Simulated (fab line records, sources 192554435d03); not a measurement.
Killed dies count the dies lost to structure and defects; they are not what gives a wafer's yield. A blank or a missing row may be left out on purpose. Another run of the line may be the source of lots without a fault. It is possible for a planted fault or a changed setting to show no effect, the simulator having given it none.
Matching of chambers	flow n5_finfet	N5_SD_EPI_P_ETCH_37 on rie_diel-04: 4 sister chambers
The step etches SOC in N2/H2, overetch 108 nm, time 486 s. 20 wafers are shown with their chamber, then 10 later ones without.

## WAFERS WITH THEIR CHAMBER
wafer	chamber	drypump_motor_current_A (A)	showerhead_plenum_p_Torr (Torr)	throttle_valve_pct (%)
L075.1	2	5.7	2.64	23.86
L075.4	1	6.3	2.65	23.37
L075.5	0	5.6	2.52	23.87
L077.1	3	5.7	2.63	23.68
L077.2	1	6.3	2.65	23.35
L077.4	0	5.6	2.52	23.89
L078.1	2	5.7	2.64	23.85
L078.2	0	5.6	2.52	23.88
L078.6	3	5.8	2.63	23.68
L080.2	0	5.6	2.51	23.87
L080.3	3	5.8	2.63	23.69
L080.4	1	6.3	2.65	23.37
L082.2	2	5.7	2.64	23.84
L082.3	0	5.6	2.51	23.90
L082.6	2	5.7	2.64	23.88
L085.2	1	6.3	2.64	23.35
L085.5	0	5.6	2.51	23.90
L085.6	1	6.3	2.64	23.36
L086.1	0	5.6	2.51	23.91
L086.2	1	6.3	2.64	23.38

SIGNATURES, as means of the wafers listed above
reading	chamber 0	chamber 1	chamber 2	chamber 3	scatter within a chamber
drypump_motor_current_A	5.600	6.300	5.700	5.767	0.0204
showerhead_plenum_p_Torr	2.5143	2.6450	2.6400	2.6300	0.00448
throttle_valve_pct	23.8886	23.3633	23.8575	23.6833	0.0141
Rule: a wafer lies at a distance from a chamber equal to the root of the sum of squares, over the readings, of (its reading less the chamber's mean, divided by the reading's scatter). The wafer belongs to the nearest chamber; if the next one is less than 2 further off, it can't be placed. How the scatter is found: for the shown wafers, subtract from each reading the mean of its chamber, square and add these, divide the total by (wafers less chambers), then take the root.

## WAFERS WHOSE CHAMBER IS MISSING
wafer	drypump_motor_current_A (A)	showerhead_plenum_p_Torr (Torr)	throttle_valve_pct (%)
L086.5	5.6	2.51	23.90
L087.2	6.3	2.64	23.39
L087.4	5.7	2.63	23.90
L087.6	6.3	2.64	23.38
L091.4	6.3	2.64	23.39
L091.5	5.7	2.62	23.70
L091.6	5.6	2.51	23.90
L095.2	6.3	2.63	23.38
L095.4	6.3	2.63	23.40
L095.5	5.6	2.50	23.92

## THE CHAMBER EACH PASSED THROUGH
wafer	from the rows above	in truth
L086.5	0	0
L087.2	1	1
L087.4	2	2
L087.6	1	1
L091.4	1	1
L091.5	3	3
L091.6	0	0
L095.2	1	1
L095.4	1	1
L095.5	0	0
Correctly placed: 10 of 10. Number that these rows cannot place: 0. Number placed wrongly: 0.
